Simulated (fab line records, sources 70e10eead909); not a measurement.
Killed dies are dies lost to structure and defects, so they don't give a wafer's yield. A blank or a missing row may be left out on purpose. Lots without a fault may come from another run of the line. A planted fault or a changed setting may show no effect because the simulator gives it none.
Chamber matching | flow nand_harc | NHARC_A_CHANNEL_HOLE_D2_DESCUM_15 on rie_diel-01: 4 sister chambers
The step chemistry O2, time 3 s. 14 wafers are shown with their chamber, then 7 later ones without.

WAFERS WITH THEIR CHAMBER
wafer  | chamber | showerhead_plenum_p_Torr (Torr) | drypump_motor_current_A (A) | chamber_pressure_mTorr (mTorr)
L142.1 | 1       | 1.83                            | 5.40                        | 60.07
L142.3 | 2       | 2.05                            | 5.74                        | 59.97
L142.6 | 0       | 1.80                            | 6.01                        | 60.05
L145.2 | 2       | 2.05                            | 5.69                        | 59.98
L145.3 | 0       | 1.80                            | 6.01                        | 60.02
L145.5 | 3       | 2.03                            | 5.86                        | 59.99
L147.3 | 3       | 2.03                            | 5.83                        | 60.01
L147.5 | 3       | 2.03                            | 5.82                        | 60.01
L147.6 | 0       | 1.80                            | 6.00                        | 59.93
L149.1 | 3       | 2.03                            | 5.86                        | 59.94
L149.2 | 1       | 1.82                            | 5.39                        | 60.03
L149.5 | 3       | 2.03                            | 5.87                        | 59.96
L159.1 | 0       | 1.80                            | 6.00                        | 60.06
L159.2 | 3       | 2.02                            | 5.87                        | 59.98

SIGNATURES (means of the wafers above)
reading                  | chamber 0 | chamber 1 | chamber 2 | chamber 3 | scatter within a chamber
showerhead_plenum_p_Torr | 1.8000    | 1.8250    | 2.0500    | 2.0283    | 0.00365
drypump_motor_current_A  | 6.0050    | 5.3950    | 5.7150    | 5.8517    | 0.0192
chamber_pressure_mTorr   | 60.0150   | 60.0500   | 59.9750   | 59.9817   | 0.039
Rule: a wafer's distance from a chamber is the root of the sum, over the readings, of the square of ((its reading less the chamber's mean) divided by the reading's scatter). The wafer belongs to the nearest chamber; if the next one is less than 2 further off, it can't be placed. The scatter: the root of (the sum of the squares of (reading less its chamber's mean) over the shown wafers, divided by (wafers less chambers)).

WAFERS WITHOUT THEIR CHAMBER
wafer  | showerhead_plenum_p_Torr (Torr) | drypump_motor_current_A (A) | chamber_pressure_mTorr (mTorr)
L159.5 | 1.82                            | 5.39                        | 60.01
L162.2 | 1.82                            | 5.40                        | 60.07
L162.3 | 2.05                            | 5.76                        | 59.95
L162.4 | 2.02                            | 5.84                        | 60.05
L165.1 | 2.02                            | 5.83                        | 59.96
L165.3 | 1.82                            | 5.41                        | 59.99
L165.5 | 2.05                            | 5.75                        | 60.06

WHICH CHAMBER EACH WENT THROUGH
wafer  | from the rows above | in truth
L159.5 | 1                   | 1
L162.2 | 1                   | 1
L162.3 | 2                   | 2
L162.4 | 3                   | 3
L165.1 | 3                   | 3
L165.3 | 1                   | 1
L165.5 | 2                   | 2
Placed correctly: 7 of 7. Can't be placed from these rows: 0. Placed wrongly: 0.
